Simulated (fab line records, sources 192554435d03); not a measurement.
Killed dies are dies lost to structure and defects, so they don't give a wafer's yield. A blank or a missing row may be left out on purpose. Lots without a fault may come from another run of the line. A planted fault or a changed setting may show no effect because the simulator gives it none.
Split-lot experiment | flow n5_finfet | 7 lots, 21 wafers read, on a route of 1938 steps

THE SPLIT
At N5_BEOL_M14_PEB_08 (peb time 90 s), the setting peb_temp_c was moved away from the recipe's 130 C on 9 of the 21 wafers read, by -2.7% to +2.6%. The other wafers ran this setting at the recipe's value.

FROM THE SPLIT TO THE READING: what the file shows between them, 5 steps
- N5_BEOL_M14_DEVELOP_09: develop time 45 s
- N5_BEOL_M14_HARDBAKE_14: time 120 s
- N5_BEOL_M14_CD_MEAS_10: target cd 250 nm
- N5_BEOL_M14_STRIP_71: strips in post etch residue remover, time 60 s
- N5_BEOL_M14_SRD_72: time 30 s, dry time 30 s

THE READING
cd_nm, in nm, at N5_BEOL_M14_CD_MEAS_17 (target cd 250 nm). Fault-free wafers of this fab line usually give 251 nm, standard deviation 3.1 nm.

wafer  | tool, chamber at the split | peb_temp_c as run, C | against the recipe | cd_nm, nm | against lot-mates on the recipe
L079.3 | litho_track-04, 0          | 130                  | recipe             | 252       | -
L079.4 | litho_track-04, 0          | 131.1                | +0.8%              | 255       | +3
L079.6 | litho_track-04, 0          | 131.1                | +0.8%              | 261       | +9
L081.1 | litho_track-04, 0          | 133.4                | +2.6%              | 268       | +22
L081.2 | litho_track-04, 0          | 130                  | recipe             | 246       | -
L081.4 | litho_track-04, 0          | 133.4                | +2.6%              | 269       | +23
L088.1 | litho_track-03, 0          | 130                  | recipe             | 246       | -
L088.3 | litho_track-03, 0          | 126.5                | -2.7%              | 226       | -20
L088.4 | litho_track-03, 0          | 126.5                | -2.7%              | 228       | -18
L091.2 | litho_track-03, 0          | 130                  | recipe             | 249       | -
L091.3 | litho_track-03, 0          | 130                  | recipe             | 251       | -
L091.5 | litho_track-03, 0          | 131.4                | +1.1%              | 255       | +5
L094.3 | litho_track-03, 0          | 127.3                | -2.1%              | 231       | -15
L094.4 | litho_track-03, 0          | 130                  | recipe             | 246       | -
L094.6 | litho_track-03, 0          | 127.3                | -2.1%              | 233       | -13
L096.3 | litho_track-04, 0          | 130                  | recipe             | 252       | -
L096.4 | litho_track-04, 0          | 130                  | recipe             | 250       | -
L096.6 | litho_track-04, 0          | 130                  | recipe             | 250       | -
L095.2 | litho_track-02, 0          | 130                  | recipe             | 252       | -
L095.3 | litho_track-02, 0          | 130                  | recipe             | 248       | -
L095.6 | litho_track-02, 0          | 130                  | recipe             | 254       | -

THE FIT
A straight line over all 21 wafers: cd_nm changes by +7.95 nm for each +1% of peb_temp_c; r = +0.98; the points scatter about the line by 2.6 nm.
The same after taking each lot's own level away (the mean of its wafers on the recipe; 21 wafers): +7.47 nm for each +1%; r = +0.98; scatter 2 nm.
On that fit, the largest move of peb_temp_c shifts the reading by 20 nm.
The lots' own levels span 246.0 to 252.0 nm, that is 1.9 times the standard deviation above.
So the lot-to-lot level changes the slope little: the two slopes agree.
Check: with one of the wafers moved furthest among these (-2.7%) left out of the fit, the line predicts -19.7 nm for it against its lot-mates. It came out at -20 nm against them.

OTHER SPLITS ON THESE WAFERS
These wafers also went through other splits before the reading. Each is held against what the fit with the lots' levels taken away leaves over:
other split on the same wafers | wafers away from the commonest value | r with cd_nm (lot level and that fit taken away)
N5_BEOL_M13_ILD_DEP_00 time_s  | 8                                    | +0.63

THE WHOLE CHAIN: every reading that the file lists as answering this split, in the file's order
step                   | what it does     | reading | change (the file's fit)              | r (the file's)
N5_BEOL_M14_CD_MEAS_10 | target cd 250 nm | cd_nm   | +7.18 nm for each +1% of the setting | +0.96
N5_BEOL_M14_CD_MEAS_17 | target cd 250 nm | cd_nm   | +7.33 nm for each +1% of the setting | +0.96

THE FILE'S OWN FIT
cd_nm changes by +7.33 nm for each +1% of peb_temp_c, r = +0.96.
